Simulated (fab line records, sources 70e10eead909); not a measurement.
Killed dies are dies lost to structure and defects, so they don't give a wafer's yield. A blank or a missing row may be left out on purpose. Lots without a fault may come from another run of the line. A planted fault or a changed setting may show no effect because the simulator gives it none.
fab line records | flow nand_harc
record lots=24 wafers=72 last_day=34
route steps=1302 shown A_STAIRCASE@669
lots that met no fault: from a run of the same line without faults
start_h: hours from the record's first day to the start of the lot's first wafer shown | wait_h: hours since the lot's step before | " the same as in the row above | L1.1+2: a row that stands for several wafers | - no value, or no start given | * or withheld: withheld | < > ~ a bound
route shown NAME@n: a module of which the file shows steps, and the number in the route of the first | usual: mean/standard deviation of fault-free wafers | same: alike in all rows | chamber/n: place in a boat | sites: the reading at each site | _std_site: their standard deviation | _edge_site: outer sites' mean less inner sites' | radius_mm: how far each site lies from the wafer's centre | mask NAME#n: copy n | behind: the tool/chamber that last shaped the wafer | hold: why the lot was held/for how many hours/how that ended | device: the transistor (n, p or np) that didn't switch | end of line: the same wafers' tests at the end of the route | a step without rows: its recipe alone | killed: dies lost to structure and defects at the first sort, not the wafer's yield | map: a wafer's dies, x killed, . not, _ none there
set.NAME: the setting as run; set.NAME@STEP: as run at that earlier step | model.NAME: the simulator's own value behind a step, which no gauge read
steps of the route over a sample of lots; a table a step, a row a wafer
services: from which hour (start_h, from the record's first day; less than 0 if before it) a tool's chamber was out of use, for how many hours, and why
## steps
# step NHARC_A_STAIRCASE_ETCH_13
# recipe target_depth_a=1000 time_s=40.5 ion_energy_ev=400 c4f8_flow_sccm=20 o2_flow_sccm=10 ar_flow_sccm=withheld rf_w=600 bias_w=1000 chemistry=C4F8/O2
# usual oes_product_au=0.941/0.012 rf_vpp_V=894/5.7
# columns lot.wafer tool chamber start_h wait_h oes_product_au rf_hours_counter_h rf_vpp_V
L074.2 rie_diel-10 1 - - 0.939 33 897
L074.6 " 3 " " 0.950 - 892
L074.5 " 0 " " 0.937 - 896
L075.2 rie_diel-13 1 - - 0.930 6 889
L075.1 " 0 " " 0.956 9 895
L075.5 " 1 " " 0.933 - 889
L076.1 rie_diel-13 2 - - 0.938 6 887
L076.4 " 3 " " 0.923 9 891
L076.3 " 1 " " 0.928 6 889
L077.1 rie_diel-10 1 - - 0.951 41 898
L077.4 " 3 " " 0.953 38 892
L077.5 " 2 " " 0.959 - 887
L078.2 rie_diel-10 0 - - 0.921 55 896
L078.1 " 2 " " 0.928 45 887
L078.5 " 1 " " 0.911 - 896
L079.2 rie_diel-10 3 - - 0.935 50 891
L079.6 " 3 " " 0.943 - 892
L079.5 " 0 " " 0.927 - 894
L080.2 rie_diel-10 0 - - 0.954 62 895
L080.1 " 1 " " 0.936 56 897
L080.5 " 1 " " 0.943 - 897
L081.2 rie_diel-13 1 - - 0.931 24 889
L081.1 " 2 " " 0.947 25 886
L081.4 " 3 " " 0.933 - 893
L083.2 rie_diel-10 1 - - 0.934 1 896
L083.5 " 2 " " 0.936 - 905
L083.6 " 3 " " 0.941 - 890
L082.3 rie_diel-11 1 - - 0.945 0 898
L082.2 " 2 " " 0.944 0 891
L082.5 " 1 " " 0.949 - 896
L084.3 rie_diel-10 3 - - 0.947 11 891
L084.1 " 0 " " 0.930 4 894
L084.5 " 0 " " 0.924 - 895
L086.4 rie_diel-13 2 - - 0.945 36 887
L086.6 " 3 " " 0.924 - 893
L086.5 " 0 " " 0.923 - 895
L085.2 rie_diel-13 0 - - 0.931 40 894
L085.1 " 1 " " 0.926 39 889
L085.6 " 1 " " 0.935 - 888
L089.3 rie_diel-13 3 - - 0.926 52 890
L089.6 " 2 " " 0.943 - 886
L089.5 " 0 " " 0.930 - 894
L088.3 rie_diel-10 3 - - 0.957 22 891
L088.1 " 0 " " 0.953 16 894
L088.6 " 1 " " 0.955 - 896
L087.3 rie_diel-10 2 - - 0.946 22 906
L087.1 " 0 " " 0.934 18 895
L087.5 " 1 " " 0.930 - 896
L090.1 rie_diel-10 3 - - 0.953 30 890
L090.3 " 0 " " 0.959 24 893
L090.5 " 2 " " 0.947 - 905
L091.3 rie_diel-10 1 - - 0.937 26 897
L091.1 " 3 " " 0.951 30 890
L091.6 " 2 " " 0.941 - 905
L093.1 rie_diel-10 2 - - 0.962 37 906
L093.4 " 3 " " 0.961 38 890
L093.6 " 2 " " 0.960 - 906
L092.4 rie_diel-10 0 - - 0.925 32 895
L092.3 " 2 " " 0.944 37 905
L092.6 " 3 " " 0.943 - 889
L094.4 rie_diel-10 0 - - 0.943 41 895
L094.1 " 2 " " 0.963 43 904
L094.3 " 3 " " 0.942 46 890
L095.1 rie_diel-10 3 - - 0.940 46 891
L095.4 " 0 " " 0.936 41 895
L095.5 " 1 " " 0.941 - 897
L097.2 rie_diel-11 2 - - 0.945 43 891
L097.4 " 0 " " 0.941 47 904
L097.5 " 1 " " 0.945 - 897
L096.3 rie_diel-13 3 - - 0.938 23 890
L096.2 " 0 " " 0.953 24 892
L096.5 " 1 " " 0.933 - 889
# step NHARC_A_STAIRCASE_ETCH_19
# recipe target_depth_a=1000 time_s=40.5 ion_energy_ev=400 c4f8_flow_sccm=20 o2_flow_sccm=10 ar_flow_sccm=withheld rf_w=600 bias_w=1000 chemistry=C4F8/O2
# usual oes_product_au=0.940/0.0094 rf_vpp_V=894/5.7
# columns lot.wafer tool chamber start_h wait_h oes_product_au rf_hours_counter_h rf_vpp_V
L074.2 rie_diel-10 2 - - 0.945 30 887
L074.6 " 0 " " 0.952 - 896
L074.5 " 1 " " 0.955 - 896
L075.1 rie_diel-13 1 - - 0.944 6 889
L075.2 " 2 " " 0.937 6 886
L075.5 " 0 " " 0.942 - 894
L076.3 rie_diel-13 1 - - 0.928 7 888
L076.4 " 3 " " 0.935 9 892
L076.1 " 0 " " 0.931 10 895
L077.1 rie_diel-10 0 - - 0.928 45 895
L077.4 " 1 " " 0.933 42 895
L077.5 " 0 " " 0.936 - 896
L078.1 rie_diel-10 2 - - 0.946 46 885
L078.2 " 0 " " 0.934 56 896
L078.5 " 1 " " 0.932 - 895
L079.2 rie_diel-10 2 - - 0.959 47 885
L079.5 " 3 " " 0.933 - 890
L079.6 " 0 " " 0.939 - 894
L080.2 rie_diel-10 1 - - 0.953 56 895
L080.1 " 3 " " 0.946 58 892
L080.5 " 3 " " 0.947 - 892
L081.2 rie_diel-13 2 - - 0.935 25 886
L081.1 " 3 " " 0.924 26 889
L081.4 " 3 " " 0.922 - 891
L083.2 rie_diel-10 2 - - 0.949 2 906
L083.5 " 2 " " 0.939 - 906
L083.6 " 1 " " 0.921 - 895
L082.2 rie_diel-11 3 - - 0.948 0 893
L082.3 " 0 " " 0.945 0 906
L082.5 " 2 " " 0.940 - 891
L084.3 rie_diel-10 3 - - 0.949 12 889
L084.1 " 1 " " 0.930 9 896
L084.5 " 2 " " 0.946 - 905
L086.4 rie_diel-13 2 - - 0.939 37 886
L086.5 " 1 " " 0.950 - 888
L086.6 " 2 " " 0.944 - 888
L085.2 rie_diel-13 1 - - 0.949 41 889
L085.1 " 3 " " 0.936 46 891
L085.6 " 2 " " 0.931 - 886
L089.3 rie_diel-13 2 - - 0.929 47 886
L089.5 " 2 " " 0.930 - 887
L089.6 " 3 " " 0.931 - 891
L088.3 rie_diel-10 1 - - 0.936 20 896
L088.1 " 2 " " 0.957 21 905
L088.6 " 0 " " 0.935 - 895
L087.3 rie_diel-10 3 - - 0.955 24 890
L087.1 " 0 " " 0.953 18 895
L087.5 " 3 " " 0.959 - 890
L090.3 rie_diel-10 2 - - 0.946 27 906
L090.1 " 0 " " 0.933 25 894
L090.5 " 3 " " 0.943 - 890
L091.1 rie_diel-10 1 - - 0.942 27 896
L091.3 " 2 " " 0.953 28 906
L091.6 " 1 " " 0.934 - 895
L093.4 rie_diel-10 2 - - 0.943 38 904
L093.1 " 0 " " 0.933 33 893
L093.6 " 1 " " 0.936 - 895
L092.3 rie_diel-10 3 - - 0.941 39 890
L092.4 " 0 " " 0.930 33 894
L092.6 " 2 " " 0.957 - 905
L094.3 rie_diel-10 2 - - 0.936 43 905
L094.1 " 3 " " 0.943 46 890
L094.4 " 0 " " 0.933 41 894
L095.4 rie_diel-10 2 - - 0.933 44 907
L095.1 " 0 " " 0.936 41 894
L095.5 " 3 " " 0.935 - 891
L097.2 rie_diel-11 0 - - 0.924 47 905
L097.4 " 3 " " 0.943 46 894
L097.5 " 0 " " 0.924 - 905
L096.2 rie_diel-13 0 - - 0.949 25 893
L096.3 " 2 " " 0.950 22 906
L096.5 " 3 " " 0.940 - 889
# step NHARC_A_STAIRCASE_TRIM_22
# recipe time_s=211.2 o2_flow_sccm=500 ar_flow_sccm=0 bias_w=0 chemistry=O2
# usual drypump_motor_current_A=5.74/0.3 oes_product_au=1.000/0.0097 rf_vpp_V=57.7/0.83 showerhead_plenum_p_Torr=3.49/0.15 throttle_valve_pct=17.036/0.0095
# columns lot.wafer tool chamber start_h wait_h drypump_motor_current_A oes_product_au rf_hours_counter_h rf_vpp_V showerhead_plenum_p_Torr throttle_valve_pct
L074.2 rie_diel-10 0 - - 5.60 0.999 37 58.1 3.51 17.036
L074.6 " 3 " " 6.03 1.010 - 58.0 3.40 17.041
L074.5 " 0 " " 5.60 1.010 - 58.3 3.51 17.026
L075.2 rie_diel-10 2 - - 5.27 1.005 36 57.8 3.27 17.023
L075.1 " 1 " " 5.55 1.006 41 57.6 3.54 17.028
L075.5 " 3 " " 6.05 1.007 - 56.4 3.40 17.021
L076.1 rie_diel-10 0 - - 5.60 1.007 45 57.3 3.50 17.047
L076.4 " 1 " " 5.56 0.999 42 58.8 3.54 17.038
L076.3 " 2 " " 5.24 1.014 36 57.8 3.27 17.020
L077.1 rie_diel-11 1 - - 5.49 0.995 35 55.8 3.58 17.043
L077.4 " 3 " " 5.93 1.004 28 57.1 3.48 17.042
L077.5 " 2 " " 5.90 0.999 - 56.7 3.43 17.046
L078.2 rie_diel-11 3 - - 5.91 0.995 37 58.3 3.47 17.059
L078.1 " 1 " " 5.49 1.001 45 57.7 3.58 17.053
L078.5 " 2 " " 5.93 0.995 - 57.5 3.43 17.028
L079.2 rie_diel-13 2 - - 6.20 1.007 18 57.8 3.29 17.050
L079.5 " 2 " " 6.19 1.005 - 56.7 3.28 17.033
L079.6 " 3 " " 5.45 0.991 - 57.1 3.40 17.042
L080.2 rie_diel-13 0 - - 5.73 0.999 22 57.3 3.48 17.030
L080.1 " 2 " " 6.19 0.998 21 57.6 3.28 17.033
L080.5 " 1 " " 5.67 0.994 - 57.1 3.33 17.045
L081.1 rie_diel-13 3 - - 5.46 0.985 26 55.3 3.40 17.037
L081.2 " 2 " " 6.20 0.998 25 57.2 3.28 17.032
L081.4 " 3 " " 5.44 0.992 - 57.9 3.40 17.036
L083.2 rie_diel-10 1 - - 5.58 1.000 3 58.5 3.53 17.032
L083.6 " 2 " " 5.27 1.013 - 58.0 3.81 17.051
L083.5 " 3 " " 6.03 1.011 - 58.7 3.39 17.036
L082.3 rie_diel-11 1 - - 5.47 0.992 1 56.7 3.57 17.022
L082.2 " 3 " " 5.91 0.988 1 58.7 3.47 17.051
L082.5 " 1 " " 5.47 0.984 - 58.1 3.57 17.030
L084.3 rie_diel-10 1 - - 5.54 0.991 9 56.9 3.53 17.045
L084.1 " 2 " " 5.30 1.007 12 59.0 3.80 17.046
L084.5 " 1 " " 5.53 0.996 - 58.1 3.53 17.030
L086.4 rie_diel-10 0 - - 5.59 1.003 7 56.2 3.49 17.042
L086.5 " 3 " " 6.05 1.011 - 58.1 3.38 17.046
L086.6 " 0 " " 5.59 1.011 - 56.1 3.49 17.034
L085.2 rie_diel-10 0 - - 5.58 1.003 10 58.2 3.49 17.040
L085.1 " 2 " " 5.31 1.017 17 56.9 3.80 17.031
L085.6 " 3 " " 6.04 1.004 - 57.5 3.38 17.031
L088.1 rie_diel-10 1 - - 5.51 1.001 20 59.2 3.52 17.034
L088.3 " 2 " " 5.39 1.007 21 57.7 3.80 17.025
L088.6 " 1 " " 5.56 0.989 - 59.1 3.52 17.043
L089.3 rie_diel-13 2 - - 6.22 0.990 47 56.9 3.27 17.039
L089.6 " 0 " " 5.72 0.994 - 57.3 3.47 17.042
L089.5 " 2 " " 6.21 0.997 - 57.3 3.27 17.026
L087.1 rie_diel-13 2 - - 6.20 1.000 49 58.8 3.27 17.050
L087.3 " 3 " " 5.46 0.996 54 57.3 3.38 17.038
L087.5 " 3 " " 5.45 0.988 - 57.1 3.38 17.029
L090.3 rie_diel-10 0 - - 5.60 0.996 25 57.1 3.48 17.034
L090.1 " 2 " " 5.31 1.018 28 58.3 3.79 17.042
L090.5 " 0 " " 5.58 0.995 - 56.6 3.48 17.038
L091.1 rie_diel-11 0 - - 6.21 0.988 30 58.3 3.79 17.038
L091.3 " 2 " " 5.98 0.998 23 56.5 3.41 17.032
L091.6 " 3 " " 5.91 0.987 - 57.5 3.45 17.022
L093.4 rie_diel-11 1 - - 5.48 1.001 20 58.9 3.56 17.050
L093.1 " 2 " " 5.97 1.000 30 57.1 3.41 17.020
L093.6 " 0 " " 6.20 0.985 - 58.2 3.79 17.026
L092.4 rie_diel-10 1 - - 5.53 1.001 37 58.7 3.51 17.043
L092.3 " 2 " " 5.30 1.011 38 58.0 3.79 17.041
L092.6 " 0 " " 5.61 1.012 - 56.5 3.48 17.014
L094.3 rie_diel-10 0 - - 5.61 1.003 41 57.6 3.47 17.037
L094.1 " 1 " " 5.52 1.011 43 58.2 3.51 17.027
L094.4 " 2 " " 5.32 1.001 44 58.8 3.78 17.043
L095.4 rie_diel-10 2 - - 5.33 1.001 44 58.7 3.78 17.030
L095.1 " 3 " " 6.04 1.006 47 58.4 3.37 17.045
L095.5 " 3 " " 6.04 1.012 - 57.8 3.37 17.038
L097.4 rie_diel-10 3 - - 6.03 0.997 51 57.7 3.36 17.044
L097.2 " 0 " " 5.58 1.009 46 56.3 3.47 17.047
L097.5 " 2 " " 5.31 0.996 - 58.9 3.78 17.047
L096.3 rie_diel-11 2 - - 5.90 0.980 44 55.5 3.40 17.023
L096.2 " 1 " " 5.49 0.977 35 57.6 3.55 17.049
L096.5 " 2 " " 5.87 0.994 - 57.2 3.40 17.033
# step NHARC_A_STAIRCASE_STRIP_175
# recipe power_w=1500 temp_c=250 chemistry=O2
# usual drypump_motor_current_A=5.75/0.15 heater_power_w=323/21
# columns lot.wafer tool chamber start_h wait_h drypump_motor_current_A heater_power_w rf_hours_counter_h
L074.2 plasma_asher-02 0 356.37 0.1 5.67 303 22
L074.5 " 1 " " 5.98 334 -
L074.6 " 0 " " 5.68 295 -
L075.2 plasma_asher-01 0 371.04 0.1 5.82 304 3
L075.1 " 1 " " 5.58 356 3
L075.5 " 0 " " 5.82 297 -
L076.1 plasma_asher-02 0 371.34 0.1 5.67 311 25
L076.4 " 0 " " 5.68 299 -
L076.3 " 1 " " 5.98 342 -
L077.1 plasma_asher-01 1 372.71 0.1 5.58 350 4
L077.4 " 0 " " 5.85 308 -
L077.5 " 0 " " 5.84 307 -
L078.1 plasma_asher-02 0 404.79 0.1 5.67 298 31
L078.2 " 1 " " 5.94 336 31
L078.5 " 0 " " 5.66 300 -
L079.2 plasma_asher-01 1 406.18 0.2 5.57 359 10
L079.5 " 0 " " 5.83 314 -
L079.6 " 1 " " 5.57 353 -
L080.2 plasma_asher-02 0 422.09 0.1 5.66 307 34
L080.1 " 1 " " 5.98 341 34
L080.5 " 0 " " 5.67 301 -
L081.1 plasma_asher-01 1 435.77 0.1 5.56 345 16
L081.2 " 0 " " 5.83 305 16
L081.4 " 1 " " 5.58 344 -
L083.2 plasma_asher-02 0 444.16 0.1 5.65 294 3
L083.6 " 1 " " 5.98 335 -
L083.5 " 0 " " 5.64 283 -
L082.2 plasma_asher-01 0 447.10 0.1 5.82 303 19
L082.3 " 1 " " 5.59 356 -
L082.5 " 1 " " 5.57 349 -
L084.1 plasma_asher-02 0 457.14 0.1 5.67 292 6
L084.3 " 0 " " 5.66 302 -
L084.5 " 0 " " 5.67 292 -
L086.4 plasma_asher-01 1 462.68 0.2 5.56 357 -
L086.6 " 1 " " 5.56 354 -
L086.5 " 0 " " 5.82 305 -
L085.1 plasma_asher-01 0 474.24 0.1 5.84 315 24
L085.2 " 1 " " 5.59 364 24
L085.6 " 0 " " 5.81 303 -
L088.1 plasma_asher-02 1 496.89 0.1 5.94 336 13
L088.3 " 0 " " 5.68 296 -
L088.6 " 0 " " 5.67 290 -
L089.3 plasma_asher-01 1 497.07 0.2 5.60 359 -
L089.6 " 1 " " 5.60 354 -
L089.5 " 0 " " 5.82 306 -
L087.1 plasma_asher-01 0 502.65 0.1 5.85 296 30
L087.3 " 0 " " 5.86 303 -
L087.5 " 0 " " 5.83 302 -
L090.1 plasma_asher-02 0 522.18 0.5 5.69 291 19
L090.3 " 0 " " 5.68 301 -
L090.5 " 1 " " 5.97 339 -
L091.1 plasma_asher-02 0 522.45 0.1 5.69 297 19
L091.3 " 0 " " 5.68 294 -
L091.6 " 0 " " 5.69 286 -
L093.1 plasma_asher-02 0 536.40 0.1 5.66 292 23
L093.4 " 0 " " 5.65 294 -
L093.6 " 0 " " 5.66 288 -
L092.3 plasma_asher-01 0 536.78 0.2 5.84 334 -
L092.4 " 1 " " 5.58 325 -
L092.6 " 0 " " 5.84 326 -
L094.1 plasma_asher-02 0 570.04 0.1 5.68 294 27
L094.3 " 1 " " 5.95 344 -
L094.4 " 0 " " 5.69 299 -
L095.1 plasma_asher-01 0 570.34 0.1 5.84 328 7
L095.4 " 1 " " 5.57 325 -
L095.5 " 1 " " 5.58 319 -
L097.2 plasma_asher-01 0 589.66 0.1 5.85 328 12
L097.4 " 1 " " 5.58 322 -
L097.5 " 0 " " 5.84 335 -
L096.2 plasma_asher-01 0 595.20 0.1 5.80 339 14
L096.3 " 0 " " 5.81 332 -
L096.5 " 0 " " 5.83 331 -
# step NHARC_A_STAIRCASE_ETCH_232
# recipe target_depth_a=1000 time_s=40.5 ion_energy_ev=400 c4f8_flow_sccm=20 o2_flow_sccm=10 ar_flow_sccm=withheld rf_w=600 bias_w=1000 chemistry=C4F8/O2
# usual oes_product_au=0.940/0.012 rf_vpp_V=894/5.5
# columns lot.wafer tool chamber start_h wait_h oes_product_au rf_hours_counter_h rf_vpp_V
L074.2 rie_diel-11 1 - - 0.946 32 899
L074.6 " 0 " " 0.946 - 887
L074.5 " 1 " " 0.949 - 899
L075.2 rie_diel-13 3 - - 0.941 11 890
L075.1 " 0 " " 0.942 12 894
L075.5 " 3 " " 0.949 - 891
L076.3 rie_diel-11 3 - - 0.946 31 895
L076.1 " 0 " " 0.926 37 887
L076.4 " 1 " " 0.940 38 897
L077.4 rie_diel-13 0 - - 0.951 12 895
L077.1 " 3 " " 0.919 12 892
L077.5 " 1 " " 0.941 - 889
L078.2 rie_diel-11 3 - - 0.951 38 895
L078.1 " 2 " " 0.953 41 892
L078.5 " 0 " " 0.935 - 887
L079.2 rie_diel-13 3 - - 0.932 20 891
L079.6 " 2 " " 0.940 - 887
L079.5 " 3 " " 0.923 - 892
L080.1 rie_diel-11 3 - - 0.938 45 893
L080.2 " 0 " " 0.939 53 889
L080.5 " 2 " " 0.926 - 893
L081.1 rie_diel-13 3 - - 0.915 30 892
L081.4 " 0 " " 0.933 30 895
L081.2 " 1 " " 0.936 31 888
L083.2 rie_diel-11 2 - - 0.952 5 892
L083.6 " 3 " " 0.947 - 893
L083.5 " 0 " " 0.952 - 906
L082.3 rie_diel-13 3 - - 0.932 37 890
L082.2 " 1 " " 0.953 35 887
L082.5 " 3 " " 0.943 - 890
L084.3 rie_diel-10 0 - - 0.952 8 896
L084.1 " 2 " " 0.987 14 906
L084.5 " 0 " " 0.958 - 894
L086.4 rie_diel-10 0 - - 0.965 10 894
L086.6 " 1 " " 0.948 - 896
L086.5 " 2 " " 0.948 - 906
L085.2 rie_diel-11 2 - - 0.945 10 892
L085.1 " 1 " " 0.940 11 897
L085.6 " 3 " " 0.933 - 893
L088.3 rie_diel-10 3 - - 0.956 25 891
L088.1 " 1 " " 0.938 23 895
L088.6 " 3 " " 0.953 - 890
L089.3 rie_diel-13 0 - - 0.935 54 893
L089.6 " 3 " " 0.931 - 891
L089.5 " 0 " " 0.932 - 893
L087.3 rie_diel-11 2 - - 0.948 18 891
L087.1 " 3 " " 0.942 24 893
L087.5 " 1 " " 0.953 - 898
L091.3 rie_diel-11 2 - - 0.947 29 891
L091.1 " 1 " " 0.941 19 897
L091.6 " 3 " " 0.926 - 894
L090.1 rie_diel-13 0 - - 0.927 4 892
L090.3 " 3 " " 0.920 - 890
L090.5 " 0 " " 0.926 - 894
L093.4 rie_diel-13 0 - - 0.946 7 894
L093.1 " 2 " " 0.947 10 907
L093.6 " 0 " " 0.949 - 893
L092.3 rie_diel-11 3 - - 0.929 38 893
L092.4 " 0 " " 0.914 39 904
L092.6 " 2 " " 0.945 - 893
L094.3 rie_diel-13 2 - - 0.936 18 904
L094.4 " 0 " " 0.938 20 893
L094.1 " 1 " " 0.917 18 887
L095.4 rie_diel-10 1 - - 0.954 46 895
L095.1 " 3 " " 0.950 49 889
L095.5 " 1 " " 0.946 - 895
L097.4 rie_diel-11 3 - - 0.934 48 892
L097.2 " 0 " " 0.936 49 904
L097.5 " 3 " " 0.933 - 892
L096.2 rie_diel-11 2 - - 0.932 47 891
L096.3 " 0 " " 0.942 51 905
L096.5 " 2 " " 0.924 - 889
# step NHARC_A_STAIRCASE_TRIM_233
# recipe time_s=211.2 o2_flow_sccm=500 ar_flow_sccm=0 bias_w=0 chemistry=O2
# usual drypump_motor_current_A=5.79/0.28 oes_product_au=0.998/0.0095 rf_vpp_V=57.8/0.81 showerhead_plenum_p_Torr=3.47/0.15 throttle_valve_pct=17.037/0.0094
# columns lot.wafer tool chamber start_h wait_h drypump_motor_current_A oes_product_au rf_hours_counter_h rf_vpp_V showerhead_plenum_p_Torr throttle_valve_pct
L074.2 rie_diel-11 0 - - 6.24 0.988 31 57.8 3.29 17.050
L074.5 " 3 " " 5.93 0.990 - 57.0 3.48 17.036
L074.6 " 0 " " 6.24 0.980 - 57.6 3.29 17.036
L075.1 rie_diel-13 0 - - 5.78 1.013 12 58.8 3.49 17.049
L075.2 " 1 " " 5.64 1.003 9 58.9 3.34 17.039
L075.5 " 0 " " 5.75 1.012 - 56.6 3.49 17.031
L076.1 rie_diel-11 2 - - 5.92 0.978 34 58.0 3.43 17.040
L076.3 " 3 " " 5.93 1.004 31 58.1 3.47 17.031
L076.4 " 1 " " 5.49 0.997 38 57.5 3.58 17.040
L077.4 rie_diel-13 3 - - 5.45 0.996 12 58.7 3.41 17.048
L077.1 " 0 " " 5.74 1.012 12 56.8 3.49 17.039
L077.5 " 0 " " 5.73 1.005 - 57.8 3.49 17.029
L078.2 rie_diel-11 2 - - 5.96 1.007 41 57.2 3.43 17.025
L078.1 " 3 " " 5.88 1.005 38 56.7 3.47 17.038
L078.5 " 1 " " 5.50 1.007 - 58.6 3.58 17.024
L079.2 rie_diel-13 2 - - 6.21 0.999 19 57.5 3.28 17.036
L079.6 " 1 " " 5.66 0.992 - 58.3 3.33 17.056
L079.5 " 2 " " 6.20 0.996 - 57.0 3.28 17.045
L080.1 rie_diel-11 0 - - 6.20 0.993 53 58.3 3.28 17.046
L080.2 " 3 " " 5.93 0.992 45 57.1 3.47 17.034
L080.5 " 0 " " 6.23 0.987 - 56.1 3.28 17.052
L081.1 rie_diel-13 2 - - 6.18 1.001 29 56.5 3.28 17.043
L081.2 " 3 " " 5.44 0.985 30 58.3 3.40 17.024
L081.4 " 0 " " 5.73 0.996 30 57.6 3.48 17.043
L083.2 rie_diel-11 0 - - 6.24 0.976 6 59.1 3.80 17.026
L083.6 " 2 " " 5.98 1.003 - 57.5 3.42 17.027
L083.5 " 3 " " 5.90 1.004 - 58.5 3.46 17.039
L082.3 rie_diel-13 1 - - 5.66 0.987 35 58.1 3.32 17.036
L082.2 " 2 " " 6.20 0.995 35 57.5 3.28 17.026
L082.5 " 2 " " 6.19 1.000 - 58.6 3.28 17.050
L084.1 rie_diel-10 0 - - 5.61 0.999 8 57.8 3.49 17.039
L084.3 " 3 " " 6.03 1.008 15 58.3 3.38 17.040
L084.5 " 1 " " 5.56 1.011 - 59.2 3.53 17.036
L086.4 rie_diel-10 0 - - 5.60 1.004 10 57.6 3.49 17.017
L086.5 " 0 " " 5.59 1.012 - 57.6 3.49 17.039
L086.6 " 1 " " 5.57 1.009 - 56.9 3.53 17.029
L085.2 rie_diel-11 0 - - 6.21 0.993 13 58.2 3.80 17.050
L085.1 " 2 " " 5.91 1.000 10 58.2 3.42 17.047
L085.6 " 0 " " 6.21 0.996 - 57.5 3.80 17.035
L088.3 rie_diel-10 3 - - 6.03 1.016 25 57.4 3.38 17.037
L088.1 " 0 " " 5.61 1.009 19 57.4 3.48 17.051
L088.6 " 3 " " 6.06 1.008 - 57.8 3.38 17.044
L089.3 rie_diel-13 2 - - 6.20 1.009 52 56.3 3.27 17.034
L089.5 " 2 " " 6.21 0.992 - 56.3 3.27 17.036
L089.6 " 3 " " 5.46 0.994 - 59.0 3.38 17.038
L087.3 rie_diel-11 0 - - 6.21 0.995 25 57.6 3.79 17.038
L087.1 " 2 " " 5.95 0.996 18 56.6 3.41 17.045
L087.5 " 3 " " 5.91 0.998 - 58.5 3.45 17.048
L091.1 rie_diel-11 0 - - 6.20 0.997 36 59.5 3.79 17.048
L091.3 " 2 " " 5.94 1.000 29 58.9 3.41 17.028
L091.6 " 0 " " 6.20 0.988 - 59.2 3.79 17.038
L090.1 rie_diel-13 0 - - 5.71 1.012 4 58.3 3.46 17.025
L090.3 " 0 " " 5.72 1.018 - 55.6 3.46 17.038
L090.5 " 3 " " 5.42 0.991 - 56.8 3.38 17.024
L093.1 rie_diel-13 1 - - 5.65 0.983 9 58.2 3.31 17.039
L093.4 " 3 " " 5.46 1.002 7 56.5 3.38 17.019
L093.6 " 1 " " 5.64 0.982 - 56.1 3.31 17.048
L092.3 rie_diel-11 1 - - 5.47 0.984 22 58.3 3.56 17.036
L092.4 " 3 " " 5.92 1.003 38 57.4 3.45 17.042
L092.6 " 2 " " 5.92 0.990 - 59.0 3.41 17.033
L094.4 rie_diel-13 3 - - 5.46 0.995 19 56.8 3.37 17.039
L094.1 " 0 " " 5.74 1.021 20 57.3 3.45 17.031
L094.3 " 2 " " 6.21 1.012 18 58.7 3.80 17.060
L095.1 rie_diel-10 2 - - 5.34 0.995 46 58.2 3.78 17.046
L095.4 " 3 " " 6.04 0.999 49 58.9 3.36 17.033
L095.5 " 2 " " 5.36 1.003 - 57.7 3.78 17.037
L097.4 rie_diel-11 3 - - 5.90 1.004 48 58.3 3.44 17.033
L097.2 " 0 " " 6.22 0.998 49 57.5 3.78 17.040
L097.5 " 3 " " 5.92 1.005 - 56.7 3.44 17.041
L096.3 rie_diel-11 0 - - 6.20 0.990 51 58.2 3.78 17.038
L096.2 " 1 " " 5.48 0.999 37 57.9 3.55 17.053
L096.5 " 1 " " 5.48 0.986 - 57.9 3.55 17.042
## services
# columns tool chamber start_h hours kind
plasma_asher-01 - 342.00 9.0 pm
rie_diel-13 - 342.02 9.0 pm
rie_diel-10 0 351.41 - clean
rie_diel-10 1 351.41 - clean
rie_diel-10 2 351.41 - clean
rie_diel-10 3 351.41 - clean
rie_diel-10 3 360.61 7.2 repair
plasma_asher-01 - 361.75 2.6 repair
rie_diel-10 0 376.19 - clean
plasma_asher-01 - 401.02 3.7 repair
plasma_asher-02 - 402.38 0.7 repair
rie_diel-10 - 420.98 9.0 pm
plasma_asher-02 - 426.27 9.0 pm
rie_diel-13 0 428.43 10.0 repair
rie_diel-11 - 435.73 9.0 pm
rie_diel-10 1 447.44 2.5 repair
rie_diel-13 1 490.52 16.3 repair
rie_diel-11 1 513.47 17.3 repair
plasma_asher-01 - 519.00 9.0 pm
rie_diel-13 - 519.02 9.0 pm
rie_diel-13 1 533.64 5.1 repair
rie_diel-10 - 552.61 1.2 repair
plasma_asher-02 - 561.47 2.1 repair
rie_diel-10 - 597.98 9.0 pm
## key
fault none
